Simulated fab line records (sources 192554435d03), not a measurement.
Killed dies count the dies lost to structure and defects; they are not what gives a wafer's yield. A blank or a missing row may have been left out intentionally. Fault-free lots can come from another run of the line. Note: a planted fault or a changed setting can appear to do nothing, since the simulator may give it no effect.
Chamber matching | flow n5 finfet | N5_HKMG_FIN_NWFM_ALD_20 on ald metal-01: 4 sister chambers
The step deposits TiAlC, target thk 2 nm, pulse time 3 s, purge time 2 s. 14 wafers are shown with their chamber, then 7 later ones without.

WAFERS PAIRED WITH THEIR CHAMBERS
wafer  | chamber | heater power w (W) | precursor pulse height rel
L521.1 | 0       | 505                | 1.000
L521.3 | 1       | 406                | 0.986
L521.6 | 1       | 414                | 0.992
L522.1 | 3       | 450                | 1.034
L522.4 | 1       | 399                | 1.004
L522.5 | 1       | 403                | 1.038
L525.1 | 2       | 395                | 0.967
L525.2 | 0       | 506                | 1.015
L525.6 | 1       | 404                | 1.024
L529.2 | 2       | 398                | 1.016
L529.3 | 1       | 407                | 0.996
L529.6 | 1       | 396                | 1.016
L532.2 | 0       | 500                | 0.962
L532.5 | 1       | 404                | 0.992

SIGNATURES (averages over the wafers above)
reading                    | chamber 0 | chamber 1 | chamber 2 | chamber 3 | scatter within a chamber
heater power w             | 503.67    | 404.12    | 396.50    | 450.00    | 4.78
precursor pulse height rel | 0.99233   | 1.00600   | 0.99150   | 1.03400   | 0.0224
Rule: distance of a wafer from a chamber = root of the sum over the readings of ((wafer's reading minus chamber's mean) / reading's scatter) squared. The wafer belongs to the nearest chamber; if the next one is less than 2 further off, it can't be placed. The scatter is the square root of a quotient: the sum, over the shown wafers, of each reading's squared deviation from its chamber's mean, divided by wafers minus chambers.

WAFERS MISSING THEIR CHAMBER
wafer  | heater power w (W) | precursor pulse height rel
L532.6 | 493                | 0.998
L534.2 | 400                | 1.009
L534.4 | 500                | 1.007
L534.6 | 450                | 0.992
L543.1 | 446                | 0.989
L543.4 | 400                | 1.019
L543.5 | 399                | 0.990

EACH ONE'S CHAMBER
wafer  | from the rows above     | in truth
L532.6 | 0                       | 0
L534.2 | can't be placed: 1 or 2 | 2
L534.4 | 0                       | 0
L534.6 | 3                       | 3
L543.1 | 3                       | 3
L543.4 | can't be placed: 1 or 2 | 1
L543.5 | can't be placed: 2 or 1 | 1
Placed correctly: 4 of 7. Can't be placed from these rows: 3 (the true chamber is among the candidates in 3). 0 placed wrongly.
